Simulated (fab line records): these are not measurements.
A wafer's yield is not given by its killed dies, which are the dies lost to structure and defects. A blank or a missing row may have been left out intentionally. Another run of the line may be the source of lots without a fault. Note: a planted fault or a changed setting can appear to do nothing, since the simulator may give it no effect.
A struck lot beside a sound one / flow n5Finfet / 22 steps out of a route of 1938
Sound: these wafers, L998.1, L998.3, L998.4. The struck wafers were L994.1, L994.3, L994.5. The cause comes at the end.
At each step with rows: each side's tool, then ch and its chambers, then its first start. Under that, the readings that differ: sound wafers / struck wafers / difference of the means / sigmas: that difference in standard deviations of wafers without a fault.
alike: readings whose means differ by less than 2 such deviations, and words and numbers that are the same on both sides. not compared: withheld readings, readings that some wafer has no value for, bounds like >300 that may hide the same value, and numbers for which the record gives no deviation and whose values overlap.
The two part at a step that has a row with sigmas, a row that says differs or no value, or rows on one side only. When numbers do not overlap yet have no deviation, they are printed without sigmas and do not part them. A reading missing from all wafers of one side parts the sides only when that side holds two or more wafers.

first, 10 steps without rows for these wafers: N5_FIN_SAQP_PRECLEAN_44 (cleans in SC2, time 45 s); N5_FIN_SAQP_SRD_01 (time 30 s); N5_FIN_SAQP_ALD_61 (deposits SiO2, target thk 4 nm, pulse time 1 s, purge time 2 s); N5_FIN_SAQP_DENSIFY_62 (time 60 s); N5_FIN_SAQP_HM_DEP_03 (deposits SiNx from SiH4/NH3/N2, target thk 38 nm, time 33.6 s); N5_FIN_SAQP_PECVD_47 (deposits a-Si from SiH4/He, target thk 45 nm, time 36.3 s); N5_FIN_SAQP_PECVD_48 (deposits SiNx from SiH4/NH3/N2, target thk 25 nm, time 22.1 s); N5_FIN_SAQP_PECVD_06 (deposits a-Si from SiH4/He, target thk 60 nm, time 48.1 s); N5_FIN_SAQP_HM_DEP_72 (deposits SiO2 from SiH4/N2O, target thk 12 nm, time 7.2 s); N5_FIN_SAQP_COAT_49 (time 60 s, resist thk 100 nm).
N5_FIN_SAQP_COAT_50: time 60 s, resist thk 35 nm.
  sound on lithoTrack-03 ch 0, day 7 02:46; struck on lithoTrack-04 ch 0, day 6 04:35
reading=spinSpeedRpm (rpm); sound=1498.4 1500.7 1498.3; struck=1590.3 1590.9 1590.7; difference=+91.5; sigmas=+83
reading=model.SiARC_of_FIN_SAQP_COAT_50.thkNm (nm); sound=34.87 34.85 35; struck=34 34.07 34.01; difference=-1; sigmas=
  alike: exhaustPa, plateTempC, resistLineTempC
then, 7 steps without rows for these wafers: N5_FIN_SAQP_COAT_10 (resist thk 90 nm); N5_FIN_SAQP_EBR_12; N5_FIN_SAQP_SOFTBAKE_11 (time 60 s); N5_FIN_SAQP_EXPOSE_13 (exposes mask FIN CORE, target cd 35.6 nm); N5_FIN_SAQP_PEB_14 (peb time 60 s); N5_FIN_SAQP_DEVELOP_15 (develop time 30 s); N5_FIN_SAQP_DESCUM_21 (chemistry O2, time 7.9 s).
N5_FIN_SAQP_ETCH_51: etches SiARC in CF4, target depth 45.5 nm, time 75.8 s.
  sound on rieDiel-06 ch 0,1,3, day 7 03:17; struck on rieDiel-04 ch 1,2,3, day 6 05:30
reading=model.etch.depthNm (nm); sound=34.87 34.85 35; struck=34 34.07 34.01; difference=-1; sigmas=
reading=model.CAR-ArF_of_FIN_SAQP_COAT_10.thkNm (nm); sound=51.05 51.28 51.21; struck=52.37 52.48 52.28; difference=+1.20; sigmas=
  alike: drypumpMotorCurrentA, etchRfOnTimeS, oesProductAu, rfVppV, showerheadPlenumPTorr, throttleValvePct
  not compared: rfHoursCounterH
N5_FIN_SAQP_ETCH_52: etches SOC in N2/H2, target depth 100 nm, overetch 20 nm, time 150 s.
  sound on rieDiel-06 ch 0,1,3, day 7 03:20; struck on rieDiel-04 ch 1,2,3, day 6 05:33
reading=model.SiARC_of_FIN_SAQP_COAT_50.thkNm (nm); sound=28.55 29.37 29.08; struck=27.73 28.53 28.15; difference=-0.86; sigmas=
  alike: drypumpMotorCurrentA, h2FlowSccm, oesProductAu, rfVppV, showerheadPlenumPTorr, throttleValvePct
  not compared: rfHoursCounterH
then, 1 step without rows for these wafers: N5_FIN_SAQP_STRIP_53 (strips in N2/H2).
-- record jumps: 6 days separate the struck wafers' starts on either side; left off in module FIN_SAQP, taken up again in module BEOL_M4, whose first shown step is the route's number 1111 --
N5_BEOL_M4_RC_MEAS_101:
  sound on prober-02 ch 0, day 13 07:44; struck on prober-01 ch 0, day 12 06:40
  alike: DIBL_N, DIBL_P, IOFF_N, IOFF_P, ION_N, ION_P, SS_N, SS_P, VT_N, VT_P

## WHERE THEY PART
Within this record, at N5_FIN_SAQP_COAT_50 only. Later steps at which nothing parts them and some readings are alike: N5_FIN_SAQP_ETCH_51, N5_FIN_SAQP_ETCH_52, N5_BEOL_M4_RC_MEAS_101.

WHY: what had been put in by the simulator
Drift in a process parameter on lithoTrack-04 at N5_FIN_SAQP_COAT_50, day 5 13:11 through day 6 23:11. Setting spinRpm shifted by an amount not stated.
